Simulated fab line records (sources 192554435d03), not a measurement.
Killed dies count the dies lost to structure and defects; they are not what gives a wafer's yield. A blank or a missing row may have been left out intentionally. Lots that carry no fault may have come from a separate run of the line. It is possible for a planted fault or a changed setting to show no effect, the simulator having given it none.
A struck lot beside a sound one ; flow n5Finfet ; 20 out of 1938 route steps
Sound: the wafers L109.2, L109.5, L109.6. Wafers L117.1, L117.3, L117.6 were the ones struck. The cause is named last.
Order at every step that has rows: each side's tool, ch and its chambers, its first start. Under that, the readings that differ: sound wafers ; struck wafers ; difference of the means ; sigmas: that difference in standard deviations of wafers without a fault.
alike: readings with means less than 2 such deviations apart, plus words and numbers identical on both sides. not compared: withheld readings, readings lacking a value on some wafer, bounds such as >300 that could conceal the same value, and numbers that have no deviation in the record and whose values overlap.
The two part at a step that has a row with sigmas, a row that says differs or no value, or rows on one side only. Numbers that don't overlap but have no deviation are shown without sigmas and don't part them. Lack of a reading on every wafer of one side parts them only where that side has two or more wafers.

first, 8 steps without rows for these wafers: N5_BEOL_M6_COAT_59 (time 60 s, resist thk 100 nm); N5_BEOL_M6_COAT_60 (time 60 s, resist thk 35 nm); N5_BEOL_M6_COAT_05 (resist thk 90 nm); N5_BEOL_M6_EBR_07; N5_BEOL_M6_SOFTBAKE_06 (time 60 s); N5_BEOL_M6_EXPOSE_08 (exposes mask M6); N5_BEOL_M6_PEB_09 (peb time 60 s); N5_BEOL_M6_DEVELOP_10 (develop time 30 s).
N5_BEOL_M6_CD_MEAS_11: target cd 38.5 nm.
  sound on cdSem-01 ch 0, day 8 23:46; struck on cdSem-01 ch 0, day 10 18:16
  alike: cdNm
N5_BEOL_M6_OVL_MEAS_12:
  sound on overlay-02 ch 0, day 8 23:47; struck on overlay-01 ch 0, day 10 18:18
  alike: M6_OVL
N5_BEOL_M6_INSPECT_13: inspects for defects (brightfield).
  sound on defectInspect-01 at day 8 23:49; struck on defectInspect-02 at day 10 18:20
  alike: rawDefectCount
N5_BEOL_M6_DESCUM_16: chemistry O2, time 7.9 s.
  sound on rieDiel-05 ch 1,2,3, day 8 23:56; struck on rieDiel-04 ch 0,1,2, day 10 18:22
  alike: drypumpMotorCurrentA, oesProductAu, rfVppV, showerheadPlenumPTorr, throttleValvePct
  not compared: rfHoursCounterH
N5_BEOL_M6_ETCH_61: etches SiARC in CF4, target depth 45.5 nm, time 75.8 s.
  sound on rieDiel-05 ch 1,2,3, day 8 23:58; struck on rieDiel-04 ch 0,1,2, day 10 18:24
  no value came back on the struck wafers for any of 8 readings (biasW (W), cf4FlowSccm (sccm) and others); on the sound wafers biasW (W) reads 35.89 35.76 36.01
reading;sound;struck;difference;sigmas
model.CAR-ArF_of_BEOL_M6_COAT_05.thkNm (nm);50.6 50.8 50.6;83.8 83.4 83.6;+32.9;
  not compared: rfHoursCounterH
N5_BEOL_M6_ETCH_62: etches SOC in N2/H2, target depth 110 nm, overetch 22 nm, time 165 s.
  sound on rieDiel-05 ch 1,2,3, day 9 00:02; struck on rieDiel-04 ch 0,1,2, day 10 18:28
reading;sound;struck;difference;sigmas
oesProductAu (a.u.);0.63 0.68 0.60;0.26 0.31 0.28;-0.35;-6
  alike: biasW, chamberPressureMTorr, drypumpMotorCurrentA, rfVppV, showerheadPlenumPTorr, throttleValvePct
  not compared: rfHoursCounterH
then, 1 step without rows for these wafers: N5_BEOL_M6_STRIP_68 (strips in N2/H2).
N5_BEOL_M6_STRIP_67: strips in CF4.
  sound on rieDiel-05 ch 1,2,3, day 9 00:10; struck on rieDiel-04 ch 0,1,2, day 10 18:36
  alike: drypumpMotorCurrentA, oesProductAu, rfVppV, showerheadPlenumPTorr, throttleValvePct
  not compared: rfHoursCounterH
N5_BEOL_M6_HM_OPEN_17: chemistry Cl2/BCl3, target TiN, target depth 20 nm, overetch 6 nm.
  sound on rieMetal-02 ch 0,1, day 9 00:15; struck on rieMetal-01 ch 0,1, day 10 18:38
reading;sound;struck;difference;sigmas
oesProductAu (a.u.);0.65 0.77 0.65;0.30 0.32 0.33;-0.37;-8
throttleValvePct (%);21.83 22.14 21.83;22.88 22.64 22.64;+0.79;+5
  alike: drypumpMotorCurrentA
  not compared: rfHoursCounterH
N5_BEOL_M6_STRIP_19: strips in O2.
  sound on rieDiel-05 ch 0,3, day 9 00:24; struck on rieDiel-06 ch 1,2, day 10 18:49
  alike: drypumpMotorCurrentA, oesProductAu, rfVppV, showerheadPlenumPTorr, throttleValvePct
  not compared: rfHoursCounterH
N5_BEOL_M6_CD_MEAS_18: pitch 80 nm, target cd 40 nm.
  sound on cdSem-02 at day 9 00:28; struck on cdSem-02 at day 10 18:53
reading;sound;struck;difference;sigmas
cdNm (nm);40.9 40.2 40.5;- - -;no value on the struck wafers;
then, 1 step without rows for these wafers: N5_BEOL_M6_COAT_63 (time 60 s, resist thk 60 nm).

== WHERE THEY PART ==
Last at N5_BEOL_M6_CD_MEAS_18 as far as this record goes, first at N5_BEOL_M6_ETCH_61.

WHY: whatever the simulator had introduced
Step skipped in full: rieDiel-04, at N5_BEOL_M6_ETCH_61, from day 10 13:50 onward. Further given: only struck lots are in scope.
